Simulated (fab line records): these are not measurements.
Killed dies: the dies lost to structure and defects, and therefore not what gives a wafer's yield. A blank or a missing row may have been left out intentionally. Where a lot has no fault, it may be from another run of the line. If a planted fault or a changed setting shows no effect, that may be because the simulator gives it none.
Chamber matching + flow nand-harc + NHARC_P_GATE_DESCUM_93 on rie-diel-05: 4 sister chambers
The step chemistry O2, time 3 s. 4 wafers are shown with their chamber, then 8 later ones without.

WAFERS PAIRED WITH THEIR CHAMBERS
| wafer  | chamber | drypump-motor-current-A (A) |
|--------|---------|-----------------------------|
| L081.1 | 2       | 5.0                         |
| L085.3 | 1       | 5.6                         |
| L085.6 | 3       | 6.1                         |
| L087.1 | 0       | 6.0                         |

WAFERS WITHOUT THEIR CHAMBER
| wafer  | drypump-motor-current-A (A) |
|--------|-----------------------------|
| L087.2 | 5.5                         |
| L087.5 | 6.1                         |
| L088.3 | 6.0                         |
| L088.4 | 5.6                         |
| L088.5 | 5.0                         |
| L089.4 | 6.0                         |
| L089.5 | 6.0                         |
| L089.6 | 6.1                         |

CHAMBER TAKEN BY EACH
| wafer  | from the rows above | in truth |
|--------|---------------------|----------|
| L087.2 | 1                   | 1        |
| L087.5 | 3                   | 3        |
| L088.3 | 0                   | 0        |
| L088.4 | 1                   | 1        |
| L088.5 | 2                   | 2        |
| L089.4 | 0                   | 0        |
| L089.5 | 0                   | 0        |
| L089.6 | 3                   | 3        |
8 of 8 placed correctly. Left unplaced by these rows: 0. Number placed wrongly: 0.
How it was worked out, from the rows above alone: a wafer's distance from a chamber is the root of the sum, over the readings, of the square of ((its reading less the chamber's mean) divided by the reading's scatter). If the next closest chamber is less than 2 further off than the closest, the wafer can't be placed; otherwise it belongs to the closest. For every chamber, the mean is computed from those of its wafers that are shown. The scatter: with one shown wafer a chamber, the root of the mean of the squares of how far each hidden wafer lies from its nearest shown one.
